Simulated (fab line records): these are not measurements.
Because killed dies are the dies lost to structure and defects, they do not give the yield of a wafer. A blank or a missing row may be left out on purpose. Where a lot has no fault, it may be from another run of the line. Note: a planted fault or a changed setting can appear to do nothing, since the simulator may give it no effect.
The same fault as seen by 2 desks | flow n5Finfet | what lay behind the numbers comes last; until then each desk has only its own

DESK OF THE TOOL OWNER: rieSi-06
The tool's own readings at N5_FIN_SAQP_MANDREL_ETCH_58 (etches a-Si in HBr/Cl2, stops on SiNx, target depth 45 nm, bt time 10 s, time 27 s): means of the sampled wafers that have a number, for each lot that ran on this tool. Any lot whose mean is over 4 standard deviations away from the usual mean is out of limits and marked OUT; that distance is given in the brackets.
Columns: A = biasW at N5_FIN_SAQP_MANDREL_ETCH_58, usual 75.03 W; B = drypumpMotorCurrentA at N5_FIN_SAQP_MANDREL_ETCH_58, usual 5.5 A; C = oesProductAu at N5_FIN_SAQP_MANDREL_ETCH_58, usual 0.699 a.u.; D = throttleValvePct at N5_FIN_SAQP_MANDREL_ETCH_58, usual 35.58 %
lot  | first seen here | A               | B   | C     | D
L102 | day 2 00:21     | 74.98           | 5.2 | 0.695 | 35.84
L103 | day 2 05:47     | 74.93           | 5.5 | 0.703 | 35.62
L104 | day 2 13:43     | 74.99           | 5.6 | 0.705 | 35.54
L112 | day 4 12:04     | 92.65 (+84) OUT | 5.3 | 0.701 | 35.78
L113 | day 4 20:43     | 92.50 (+83) OUT | 5.5 | 0.708 | 35.58
This desk's finding: out of limits on L112, L113; first on L112, day 4 12:04 (biasW at N5_FIN_SAQP_MANDREL_ETCH_58). L102, L103, L104 stayed within limits.

FROM THE METROLOGY DESK
What the gauges read, lot by lot, whatever tool the lot ran on: means of the sampled wafers that have a number. Any lot whose mean is over 4 standard deviations away from the usual mean is out of limits and marked OUT; that distance is given in the brackets. Of its 10 readings 7 are shown: those that lie furthest out on some lot.
Columns: A = DIBL_N at N5_BEOL_M4_RC_MEAS_101, usual 36.6 mV/V; B = DIBL_P at N5_BEOL_M4_RC_MEAS_101, usual 36.7 mV/V; C = ION_N at N5_BEOL_M4_RC_MEAS_101, usual 672 uA/um; D = ION_P at N5_BEOL_M4_RC_MEAS_101, usual 462 uA/um; E = SS_N at N5_BEOL_M4_RC_MEAS_101, usual 71.6 mV/dec; F = VT_N at N5_BEOL_M4_RC_MEAS_101, usual 250 mV; G = VT_P at N5_BEOL_M4_RC_MEAS_101, usual -250 mV
lot  | first seen here | A    | B    | C   | D   | E    | F   | G
L103 | day 9 10:38     | 38.2 | 36.7 | 676 | 462 | 72.2 | 249 | -250
L102 | day 9 11:10     | 36.6 | 37.4 | 670 | 470 | 70.7 | 248 | -245
L104 | day 10 02:23    | 34.9 | 34.8 | 684 | 477 | 70.6 | 251 | -249
L113 | day 11 14:56    | 34.2 | 35.9 | 664 | 462 | 71.6 | 251 | -251
L112 | day 11 17:17    | 33.9 | 33.0 | 650 | 447 | 71.5 | 256 | -252
L117 | day 12 19:28    | 38.5 | 34.9 | 670 | 458 | 71.9 | 248 | -251
L120 | day 13 13:35    | 38.2 | 37.6 | 684 | 463 | 72.1 | 246 | -252
L124 | day 14 07:49    | 38.3 | 37.6 | 685 | 467 | 72.0 | 247 | -244
L125 | day 14 16:10    | 37.5 | 38.7 | 681 | 465 | 71.9 | 249 | -249
Finding of this desk: none of the 9 lots has anything out of limits.

BROUGHT TOGETHER
At day 4 12:04, on L112, L113, the tool owner's desk was in a position to raise an alarm.
Metrology desk: nothing out of limits seen.
The metrology desk holds a record of L112, L113, inside its limits.
N5_FIN_SAQP_MANDREL_ETCH_58 was run on rieSi-06 by each of the lots named.

WHAT THE SIMULATOR PUT IN
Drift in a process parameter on rieSi-06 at N5_FIN_SAQP_MANDREL_ETCH_58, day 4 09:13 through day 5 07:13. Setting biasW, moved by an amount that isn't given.
Struck lots among those shown: L112, L113.
How many hours passed from the start of the fault until each desk's first out-of-limits reading: the tool owner's desk, 3.
